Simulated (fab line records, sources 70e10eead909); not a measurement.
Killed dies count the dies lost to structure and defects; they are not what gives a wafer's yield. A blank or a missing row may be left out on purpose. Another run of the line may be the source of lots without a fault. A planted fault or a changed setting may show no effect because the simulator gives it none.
fab line records	flow nand_harc	part 1 of 2: steps 1 to 21 of 31
record: lots: 5	wafers: 15	last_day: 30
route steps=1302 shown A_CONTACT@986
lots that met no fault: taken from a fault-free run of the same line
start_h: the number of hours between the record's first day and the start of the first shown wafer of the lot	wait_h: hours from the lot's prior step to this one	" the same as in the row above	L1.1+2: a single row standing in for several wafers	- value missing, or start not given	* or withheld: withheld	< > ~ a bound
route shown NAME@n: a module of which the file shows steps, and the number in the route of the first	usual: mean/standard deviation taken from wafers without a fault	same: alike in all rows	chamber/n: place in a boat	sites: the reading at each site	_std_site: standard deviation across them	_edge_site: the outer-site mean with the inner-site mean subtracted	radius_mm: how far each site lies from the wafer's centre	mask NAME#n: copy n	behind: the tool/chamber that last shaped the wafer	hold: the reason the lot was held/the length of the hold in hours/how it ended	device: which transistor (n, p or np) failed to switch	end of line: tests run on the same wafers once the route is complete	for a step that has no rows: nothing shown but its recipe	killed: count of dies lost to structure and defects at first sort (not the wafer's yield)	map: a wafer's dies, marking killed ones x, the rest . and places with no die _
set.NAME: the setting as run; set.NAME@STEP: as run at that earlier step	model.NAME: the simulator's own value behind a step, which no gauge read
certain route steps with their lots: each step a table, each wafer a row
services: the hour from which a tool's chamber was out of use, counted from the record's first day as start_h (under 0 if before that day), plus the number of hours and why
== steps ==
step: NHARC_A_CONTACT_DEP_29
recipe: target_thk_a: 1000	target_thk_nm: 100	temp_c: 400	pressure_torr: 3.5	flow_sccm: 200	rf_w: 350	material: SiON
usual: heater_power_w: 753/90
lot.wafer	tool	chamber	start_h	wait_h	heater_power_w
L077.3	pecvd-03	1	521.52	2.3	535
L077.5	"	0	"	"	702
L077.6	"	1	"	"	550
L086.3	pecvd-01	0	596.52	2.2	675
L086.5	"	1	"	"	749
L086.6	"	2	"	"	795
L085.3	pecvd-01	2	604.61	2.2	728
L085.2	"	0	"	"	777
L085.4	"	2	"	"	746
L087.1	pecvd-01	1	624.94	3.6	749
L087.3	"	2	"	"	860
L087.5	"	2	"	"	854
L089.2	pecvd-03	2	628.71	2.9	825
L089.1	"	0	"	"	783
L089.6	"	0	"	"	791
step: NHARC_A_CONTACT_DEHYDRATE_32
recipe: temp_c: 150	time_s: 120
usual: exhaust_pa: 45.1/0.83
same: time_s: 120
lot.wafer	tool	chamber	start_h	wait_h	exhaust_pa
L077.3	litho_track-06	0	521.78	0.2	43.8
L077.5	"	0	"	"	45.6
L077.6	"	0	"	"	44.5
L086.3	litho_track-04	0	596.73	0.2	44.8
L086.5	"	0	"	"	46.2
L086.6	"	0	"	"	46.0
L085.2	litho_track-01	0	604.88	0.2	45.4
L085.3	"	0	"	"	44.9
L085.4	"	0	"	"	45.0
L087.1	litho_track-06	0	625.18	0.2	44.5
L087.3	"	0	"	"	44.5
L087.5	"	0	"	"	46.1
L089.1	litho_track-04	0	628.99	0.2	43.9
L089.2	"	0	"	"	44.9
L089.6	"	0	"	"	45.2
step: NHARC_A_CONTACT_HMDS_33
recipe: time_s: 30
usual: exhaust_pa: 44.8/0.81
same: time_s: 30
lot.wafer	tool	chamber	start_h	wait_h	exhaust_pa
L077.3	litho_track-06	0	-	-	44.4
L077.5	"	0	"	"	45.5
L077.6	"	0	"	"	43.9
L086.3	litho_track-04	0	-	-	46.8
L086.5	"	0	"	"	45.5
L086.6	"	0	"	"	45.0
L085.2	litho_track-01	0	-	-	45.7
L085.3	"	0	"	"	44.6
L085.4	"	0	"	"	45.2
L087.1	litho_track-06	0	-	-	45.3
L087.3	"	0	"	"	45.3
L087.5	"	0	"	"	44.1
L089.1	litho_track-04	0	-	-	45.3
L089.2	"	0	"	"	46.1
L089.6	"	0	"	"	45.8
step: NHARC_A_CONTACT_COAT_34
recipe: temp_c: 260	time_s: 75
usual: exhaust_pa: 44.6/0.87
same: time_s: 75
lot.wafer	tool	chamber	start_h	wait_h	exhaust_pa
L077.3	litho_track-06	0	-	-	45.7
L077.5	"	0	"	"	45.7
L077.6	"	0	"	"	46.4
L086.3	litho_track-04	0	-	-	45.3
L086.5	"	0	"	"	46.0
L086.6	"	0	"	"	46.1
L085.2	litho_track-01	0	-	-	46.0
L085.3	"	0	"	"	45.0
L085.4	"	0	"	"	44.9
L087.1	litho_track-06	0	-	-	44.3
L087.3	"	0	"	"	43.9
L087.5	"	0	"	"	43.5
L089.1	litho_track-04	0	-	-	44.0
L089.2	"	0	"	"	45.0
L089.6	"	0	"	"	45.8
step: NHARC_A_CONTACT_COAT_35
recipe: temp_c: 225	time_s: 65
usual: exhaust_pa: 45.1/0.89
same: time_s: 65
lot.wafer	tool	chamber	start_h	wait_h	exhaust_pa
L077.3	litho_track-06	0	-	-	46.6
L077.5	"	0	"	"	45.5
L077.6	"	0	"	"	45.3
L086.3	litho_track-04	0	-	-	44.9
L086.5	"	0	"	"	44.6
L086.6	"	0	"	"	45.7
L085.2	litho_track-01	0	-	-	44.5
L085.3	"	0	"	"	47.5
L085.4	"	0	"	"	46.3
L087.1	litho_track-06	0	-	-	44.3
L087.3	"	0	"	"	44.9
L087.5	"	0	"	"	44.8
L089.1	litho_track-04	0	-	-	45.1
L089.2	"	0	"	"	44.2
L089.6	"	0	"	"	45.4
step: NHARC_A_CONTACT_COAT_36
recipe: spin_rpm: 1500	resist_thk_nm: 90
usual: exhaust_pa: 45.0/0.87
lot.wafer	tool	chamber	start_h	wait_h	exhaust_pa
L077.3	litho_track-06	0	-	-	43.4
L077.5	"	0	"	"	43.9
L077.6	"	0	"	"	44.2
L086.3	litho_track-04	0	-	-	43.4
L086.5	"	0	"	"	46.0
L086.6	"	0	"	"	46.2
L085.2	litho_track-01	0	-	-	43.6
L085.3	"	0	"	"	45.4
L085.4	"	0	"	"	44.9
L087.1	litho_track-06	0	-	-	45.1
L087.3	"	0	"	"	45.4
L087.5	"	0	"	"	45.0
L089.1	litho_track-04	0	-	-	44.8
L089.2	"	0	"	"	45.4
L089.6	"	0	"	"	45.1
step: NHARC_A_CONTACT_SOFTBAKE_37
recipe: temp_c: 105	time_s: 55
usual: exhaust_pa: 44.9/0.89
same: time_s: 55
lot.wafer	tool	chamber	start_h	wait_h	exhaust_pa
L077.3	litho_track-06	0	-	-	44.7
L077.5	"	0	"	"	44.9
L077.6	"	0	"	"	43.7
L086.3	litho_track-04	0	-	-	45.6
L086.5	"	0	"	"	46.7
L086.6	"	0	"	"	45.0
L085.2	litho_track-01	0	-	-	45.4
L085.3	"	0	"	"	46.2
L085.4	"	0	"	"	45.9
L087.1	litho_track-06	0	-	-	46.3
L087.3	"	0	"	"	44.6
L087.5	"	0	"	"	44.8
L089.1	litho_track-04	0	-	-	45.3
L089.2	"	0	"	"	45.6
L089.6	"	0	"	"	44.3
step: NHARC_A_CONTACT_EBR_38
usual: exhaust_pa: 44.9/0.86
lot.wafer	tool	chamber	start_h	wait_h	exhaust_pa
L077.3	litho_track-06	0	-	-	45.1
L077.5	"	0	"	"	45.8
L077.6	"	0	"	"	45.0
L086.3	litho_track-04	0	-	-	45.1
L086.5	"	0	"	"	44.6
L086.6	"	0	"	"	44.3
L085.2	litho_track-01	0	-	-	45.1
L085.3	"	0	"	"	44.5
L085.4	"	0	"	"	44.7
L087.1	litho_track-06	0	-	-	45.4
L087.3	"	0	"	"	45.2
L087.5	"	0	"	"	45.3
L089.1	litho_track-04	0	-	-	45.1
L089.2	"	0	"	"	44.1
L089.6	"	0	"	"	43.0
step: NHARC_A_CONTACT_EXPOSE_39
recipe: na: 1.35	sigma_outer: 0.8	dose_mj: 58.79	mask_id: A_CC_3
same: sigma_outer: 0.8
lot.wafer	tool	chamber	start_h	wait_h	mask
L077.3+5+6	arfi_scanner-02	0	522.25	-	A_CC_3#0
L086.3+5+6	arfi_scanner-02	0	596.93	-	A_CC_3#0
L085.2+3+4	arfi_scanner-01	0	605.20	-	A_CC_3#0
L087.1+3+5	arfi_scanner-02	0	625.50	-	A_CC_3#0
L089.1+2+6	arfi_scanner-02	0	629.17	-	A_CC_3#0
step: NHARC_A_CONTACT_PEB_40
recipe: peb_temp_c: 100	peb_time_s: 65
usual: exhaust_pa: 45.0/0.94
same: peb_time_s: 65
lot.wafer	tool	chamber	start_h	wait_h	exhaust_pa
L077.3	litho_track-06	0	522.30	0.0	46.5
L077.5	"	0	"	"	45.8
L077.6	"	0	"	"	45.3
L086.3	litho_track-04	0	596.98	0.0	45.7
L086.5	"	0	"	"	46.6
L086.6	"	0	"	"	45.0
L085.2	litho_track-06	0	605.25	0.1	44.9
L085.3	"	0	"	"	45.5
L085.4	"	0	"	"	43.9
L087.1	litho_track-01	0	625.56	0.1	44.2
L087.3	"	0	"	"	45.5
L087.5	"	0	"	"	46.3
L089.1	litho_track-01	0	629.23	0.1	46.0
L089.2	"	0	"	"	44.0
L089.6	"	0	"	"	43.4
step: NHARC_A_CONTACT_DEVELOP_41
recipe: develop_time_s: 35	dev_temp_c: 23
usual: exhaust_pa: 45.2/0.92
same: develop_time_s: 35
lot.wafer	tool	chamber	start_h	wait_h	exhaust_pa
L077.3	litho_track-06	0	-	-	45.0
L077.5	"	0	"	"	46.2
L077.6	"	0	"	"	45.6
L086.3	litho_track-04	0	-	-	44.6
L086.5	"	0	"	"	45.2
L086.6	"	0	"	"	44.2
L085.2	litho_track-06	0	-	-	46.3
L085.3	"	0	"	"	44.7
L085.4	"	0	"	"	45.8
L087.1	litho_track-01	0	-	-	46.0
L087.3	"	0	"	"	45.1
L087.5	"	0	"	"	47.0
L089.1	litho_track-01	0	-	-	44.6
L089.2	"	0	"	"	45.4
L089.6	"	0	"	"	45.0
step: NHARC_A_CONTACT_CD_MEAS_42
recipe: target_cd_nm: 300	landing_energy_ev: 500
usual: cd_nm: 299.9/0.58
lot.wafer	tool	chamber	start_h	wait_h	cd_nm
L077.3	cd_sem-01	0	522.39	-	300.8
L077.5	"	0	"	"	300.1
L077.6	"	0	"	"	299.0
L086.3	cd_sem-03	0	597.07	-	300.3
L086.5	"	0	"	"	300.5
L086.6	"	0	"	"	299.9
L085.2	cd_sem-01	0	605.33	-	300.2
L085.3	"	0	"	"	299.9
L085.4	"	0	"	"	299.9
L087.1	cd_sem-03	0	625.64	-	300.8
L087.3	"	0	"	"	299.3
L087.5	"	0	"	"	299.2
L089.1	cd_sem-02	0	629.31	-	300.2
L089.2	"	0	"	"	300.0
L089.6	"	0	"	"	299.6
step: NHARC_A_CONTACT_OVL_MEAS_43
usual: overlay_x_nm: -0.1/0.8	overlay_y_nm: 0.1/1.1
lot.wafer	tool	chamber	start_h	wait_h	overlay_x_nm	overlay_y_nm
L077.3	overlay-02	-	522.47	-	0.1	0.4
L077.5	"	-	"	"	0.2	0.7
L077.6	"	-	"	"	-0.4	0.4
L086.3	overlay-01	-	597.15	-	-0.1	-1.1
L086.5	"	-	"	"	0.8	-1.4
L086.6	"	-	"	"	0.0	-1.9
L085.2	overlay-01	-	605.42	-	-0.4	0.5
L085.3	"	-	"	"	-0.5	0.9
L085.4	"	-	"	"	0.0	0.1
L087.1	overlay-02	-	625.72	-	1.1	-0.4
L087.3	"	-	"	"	1.1	-0.9
L087.5	"	-	"	"	0.9	-1.5
L089.1	overlay-01	-	629.40	-	0.1	1.3
L089.2	"	-	"	"	-0.1	1.2
L089.6	"	-	"	"	-0.5	1.8
step: NHARC_A_CONTACT_INSPECT_44
usual: raw_defect_count: 80/34
lot.wafer	tool	chamber	start_h	wait_h	raw_defect_count
L077.3	defect_inspect-01	-	522.51	0.0	53
L077.5	"	-	"	"	58
L077.6	"	-	"	"	52
L086.3	defect_inspect-02	-	597.19	0.0	66
L086.5	"	-	"	"	65
L086.6	"	-	"	"	70
L085.2	defect_inspect-01	-	605.46	0.0	121
L085.3	"	-	"	"	129
L085.4	"	-	"	"	125
L087.1	defect_inspect-01	-	625.76	0.0	55
L087.3	"	-	"	"	71
L087.5	"	-	"	"	55
L089.1	defect_inspect-01	-	629.44	0.0	109
L089.2	"	-	"	"	130
L089.6	"	-	"	"	116
step: NHARC_A_CONTACT_DESCUM_47
recipe: time_s: 3	o2_flow_sccm: 200	ar_flow_sccm: 0	bias_power_w: 0	chemistry: O2
usual: drypump_motor_current_A: 5.7/0.33	oes_product_au: 0.997/0.011	rf_vpp_V: 57.7/0.91	showerhead_plenum_p_Torr: 1.90/0.08	throttle_valve_pct: 11.312/0.01
same: bias_power_w: 0	time_s: 3
lot.wafer	tool	chamber	start_h	wait_h	drypump_motor_current_A	oes_product_au	rf_hours_counter_h	rf_vpp_V	showerhead_plenum_p_Torr	throttle_valve_pct
L077.3	rie_diel-06	1	522.58	0.1	5.4	1.000	5	59.1	1.88	11.321
L077.6	"	0	"	"	5.9	0.998	-	57.7	1.94	11.310
L077.5	"	1	"	"	5.4	1.012	-	57.2	1.88	11.307
L086.3	rie_diel-01	3	597.25	0.1	5.1	0.992	11	58.4	1.94	11.310
L086.6	"	3	"	"	5.1	0.981	-	58.6	1.94	11.305
L086.5	"	0	"	"	6.2	0.991	-	57.4	1.81	11.300
L085.4	rie_diel-13	0	605.52	0.1	6.3	1.007	23	56.0	1.77	11.323
L085.3	"	1	"	"	6.1	1.007	27	58.1	2.01	11.300
L085.2	"	3	"	"	5.2	1.010	25	57.6	1.98	11.309
L087.1	rie_diel-06	0	625.83	0.1	5.9	0.987	22	57.7	1.94	11.303
L087.3	"	1	"	"	5.4	0.991	22	56.8	1.87	11.307
L087.5	"	0	"	"	5.9	0.996	-	57.9	1.94	11.309
L089.2	rie_diel-01	3	629.50	0.1	5.1	0.999	20	57.3	1.94	11.330
L089.1	"	1	"	"	5.6	1.001	23	57.9	1.92	11.311
L089.6	"	0	"	"	6.1	0.990	-	58.1	1.81	11.314
step: NHARC_A_CONTACT_ETCH_48
recipe: target_depth_a: 390	over_etch_frac: 0.3	time_s: 65	ion_energy_ev: 80	cf4_flow_sccm: 150	ar_flow_sccm: 0	rf_w: 300	bias_w: 100	chemistry: CF4
usual: drypump_motor_current_A: 5.7/0.34	oes_product_au: 0.996/0.011	rf_vpp_V: 151.3/1.2	showerhead_plenum_p_Torr: 1.76/0.068	throttle_valve_pct: 13.284/0.0086
same: over_etch_frac: 0.3	time_s: 65
lot.wafer	tool	chamber	start_h	wait_h	drypump_motor_current_A	oes_product_au	rf_hours_counter_h	rf_vpp_V	showerhead_plenum_p_Torr	throttle_valve_pct
L077.3	rie_diel-06	1	522.69	0.1	5.4	0.997	5	152.3	1.74	13.289
L077.5	"	2	"	"	5.6	0.996	-	154.0	1.86	13.295
L077.6	"	1	"	"	5.4	0.995	-	152.1	1.74	13.287
L086.3	rie_diel-01	0	597.34	0.1	6.2	0.997	10	151.2	1.68	13.297
L086.6	"	3	"	"	5.1	0.992	-	151.2	1.79	13.278
L086.5	"	0	"	"	6.1	0.999	-	149.8	1.68	13.284
L085.4	rie_diel-13	0	605.60	0.1	6.3	0.996	23	149.2	1.64	13.297
L085.2	"	1	"	"	6.2	1.004	27	152.6	1.85	13.274
L085.3	"	3	"	"	5.2	1.010	25	152.4	1.82	13.283
L087.1	rie_diel-06	2	625.91	0.1	5.5	0.998	22	152.5	1.86	13.282
L087.3	"	0	"	"	5.9	0.979	22	152.5	1.79	13.284
L087.5	"	3	"	"	5.6	0.987	-	149.5	1.67	13.297
L089.1	rie_diel-01	0	629.60	0.1	6.2	0.999	21	151.1	1.68	13.279
L089.2	"	1	"	"	5.6	0.993	23	151.4	1.77	13.289
L089.6	"	2	"	"	5.7	1.007	-	151.9	1.70	13.293
step: NHARC_A_CONTACT_ETCH_49
recipe: target_depth_a: 2600	over_etch_frac: 0.3	time_s: 475.3	ion_energy_ev: 200	n2_flow_sccm: 150	h2_flow_sccm: 150	ar_flow_sccm: 0	rf_w: 400	bias_w: 150	chemistry: N2/H2
usual: drypump_motor_current_A: 5.7/0.35	oes_product_au: 0.997/0.01	rf_vpp_V: 430.3/2.4	showerhead_plenum_p_Torr: 2.03/0.085	throttle_valve_pct: 14.172/0.0099
same: over_etch_frac: 0.3	time_s: 475.3
lot.wafer	tool	chamber	start_h	wait_h	drypump_motor_current_A	oes_product_au	rf_hours_counter_h	rf_vpp_V	showerhead_plenum_p_Torr	throttle_valve_pct
L077.3	rie_diel-06	1	-	-	5.4	0.991	5	431.1	2.00	14.193
L077.5	"	1	"	"	5.4	0.994	-	429.8	2.00	14.176
L077.6	"	2	"	"	5.5	1.000	-	432.7	2.16	14.185
L086.3	rie_diel-01	1	-	-	5.7	1.008	12	431.8	2.05	14.146
L086.5	"	2	"	"	5.6	1.004	-	429.1	1.95	14.182
L086.6	"	3	"	"	5.1	0.992	-	430.3	2.07	14.160
L085.4	rie_diel-13	1	-	-	6.2	0.994	27	433.2	2.15	14.163
L085.3	"	2	"	"	5.5	0.997	28	433.1	2.14	14.173
L085.2	"	3	"	"	5.2	1.013	25	432.7	2.11	14.168
L087.1	rie_diel-06	1	-	-	5.4	0.984	22	429.6	2.00	14.152
L087.3	"	2	"	"	5.6	0.997	22	433.3	2.15	14.173
L087.5	"	2	"	"	5.6	0.999	-	432.0	2.15	14.148
L089.1	rie_diel-01	3	-	-	5.1	0.997	20	432.8	2.07	14.169
L089.2	"	0	"	"	6.2	1.002	22	427.9	1.93	14.172
L089.6	"	2	"	"	5.7	1.009	-	427.1	1.95	14.174
step: NHARC_A_CONTACT_ETCH_50
recipe: target_depth_a: 1210	time_s: 60.5	cf4_flow_sccm: 100	chf3_flow_sccm: 30	ar_flow_sccm: 0	rf_w: 500	bias_w: 200	chemistry: CF4/CHF3
usual: drypump_motor_current_A: 5.7/0.34	oes_product_au: 0.942/0.024	rf_vpp_V: 370.4/2.3	showerhead_plenum_p_Torr: 1.57/0.062	throttle_valve_pct: 16.801/0.0095
same: time_s: 60.5
lot.wafer	tool	chamber	start_h	wait_h	drypump_motor_current_A	oes_product_au	rf_hours_counter_h	rf_vpp_V	showerhead_plenum_p_Torr	throttle_valve_pct
L077.3	rie_diel-06	1	-	-	5.4	0.956	6	369.6	1.55	16.795
L077.6	"	0	"	"	5.9	0.957	-	373.4	1.60	16.808
L077.5	"	1	"	"	5.4	0.960	-	368.9	1.55	16.809
L086.3	rie_diel-01	2	-	-	5.7	0.980	12	367.3	1.51	16.821
L086.5	"	3	"	"	5.1	0.953	-	371.6	1.60	16.778
L086.6	"	0	"	"	6.2	0.954	-	367.9	1.50	16.803
L085.2	rie_diel-13	3	-	-	5.1	0.930	25	372.8	1.62	16.816
L085.4	"	0	"	"	6.3	0.924	24	366.9	1.46	16.788
L085.3	"	1	"	"	6.1	0.922	27	374.0	1.65	16.808
L087.1	rie_diel-06	1	-	-	5.4	0.969	22	367.9	1.54	16.804
L087.3	"	0	"	"	5.9	0.949	23	371.0	1.59	16.800
L087.5	"	1	"	"	5.4	0.964	-	369.3	1.54	16.801
L089.2	rie_diel-01	1	-	-	5.7	0.930	23	372.0	1.57	16.791
L089.1	"	3	"	"	5.1	0.916	20	371.8	1.59	16.803
L089.6	"	1	"	"	5.6	0.938	-	371.2	1.57	16.796
step: NHARC_A_CONTACT_ETCH_51
recipe: target_depth_a: 70000	over_etch_frac: 0.3	time_s: 1820	ion_energy_ev: 150	o2_flow_sccm: 400	cos_flow_sccm: 20	ar_flow_sccm: 0	rf_w: 500	bias_w: 300	chemistry: O2/COS
usual: drypump_motor_current_A: 5.6/0.33	oes_product_au: 0.997/0.0097	rf_vpp_V: 314.0/2	showerhead_plenum_p_Torr: 3.11/0.12	throttle_valve_pct: 28.331/0.0085
same: over_etch_frac: 0.3	time_s: 1820
lot.wafer	tool	chamber	start_h	wait_h	drypump_motor_current_A	oes_product_au	rf_hours_counter_h	rf_vpp_V	showerhead_plenum_p_Torr	throttle_valve_pct
L077.3	rie_diel-06	2	-	-	5.6	1.015	6	315.7	3.29	28.322
L077.5	"	0	"	"	5.9	0.993	-	312.7	3.17	28.335
L077.6	"	1	"	"	5.4	1.002	-	313.3	3.07	28.334
L086.3	rie_diel-01	3	-	-	5.1	0.995	11	314.2	3.17	28.325
L086.6	"	1	"	"	5.6	1.010	-	313.4	3.13	28.327
L086.5	"	2	"	"	5.7	1.001	-	315.2	3.00	28.330
L085.3	rie_diel-13	1	-	-	6.2	0.993	27	316.7	3.27	28.343
L085.4	"	2	"	"	5.5	0.992	28	317.3	3.27	28.329
L085.2	"	3	"	"	5.2	1.009	25	314.8	3.22	28.333
L087.3	rie_diel-06	3	-	-	5.6	0.990	16	311.7	2.95	28.336
L087.1	"	0	"	"	5.9	0.989	23	315.5	3.16	28.332
L087.5	"	3	"	"	5.6	0.995	-	311.6	2.95	28.338
L089.1	rie_diel-01	2	-	-	5.7	0.993	22	312.5	2.99	28.340
L089.2	"	0	"	"	6.2	0.998	22	311.6	2.96	28.331
L089.6	"	3	"	"	5.1	0.976	-	314.1	3.16	28.335
step: NHARC_A_CONTACT_ETCH_111
recipe: source_w: withheld	pressure_mtorr: 20	bias_v: withheld	time_s: 140	target_depth_a: 7000	ar_flow_sccm: withheld	c4f8_flow_sccm: withheld	o2_flow_sccm: withheld	chemistry: C4F8/O2/Ar
same: time_s: 140
lot.wafer	tool	chamber	start_h	wait_h	rf_hours_counter_h
L077.3	har_cap_etch-02	1	524.86	-	-
L077.5	"	0	"	"	-
L077.6	"	1	"	"	-
L086.3	har_cap_etch-02	1	599.13	-	-
L086.6	"	1	"	"	-
L086.5	"	0	"	"	-
L085.2	har_cap_etch-01	0	607.36	-	13
L085.3	"	1	"	"	-
L085.4	"	0	"	"	-
L087.1	har_cap_etch-03	1	627.64	-	69
L087.3	"	1	"	"	-
L087.5	"	1	"	"	-
L089.2	har_cap_etch-01	0	631.32	-	19
L089.1	"	1	"	"	19
L089.6	"	0	"	"	-
step: NHARC_A_CONTACT_ETCH_112
recipe: source_w: withheld	pressure_mtorr: 20	bias_v: 3000	time_s: 190	target_depth_a: 18500	ar_flow_sccm: withheld	c4f8_flow_sccm: withheld	o2_flow_sccm: withheld	chemistry: C4F8/O2/Ar
same: time_s: 190
lot.wafer	tool	chamber	start_h	wait_h	rf_hours_counter_h
L077.3	har_cap_etch-02	1	525.04	0.2	-
L077.5	"	0	"	"	-
L077.6	"	1	"	"	-
L086.3	har_cap_etch-02	1	599.32	0.2	-
L086.6	"	1	"	"	-
L086.5	"	0	"	"	-
L085.2	har_cap_etch-01	0	607.56	0.2	14
L085.3	"	1	"	"	-
L085.4	"	0	"	"	-
L087.1	har_cap_etch-03	1	627.84	0.2	69
L087.3	"	1	"	"	-
L087.5	"	1	"	"	-
L089.2	har_cap_etch-01	0	631.52	0.2	20
L089.1	"	1	"	"	20
L089.6	"	0	"	"	-
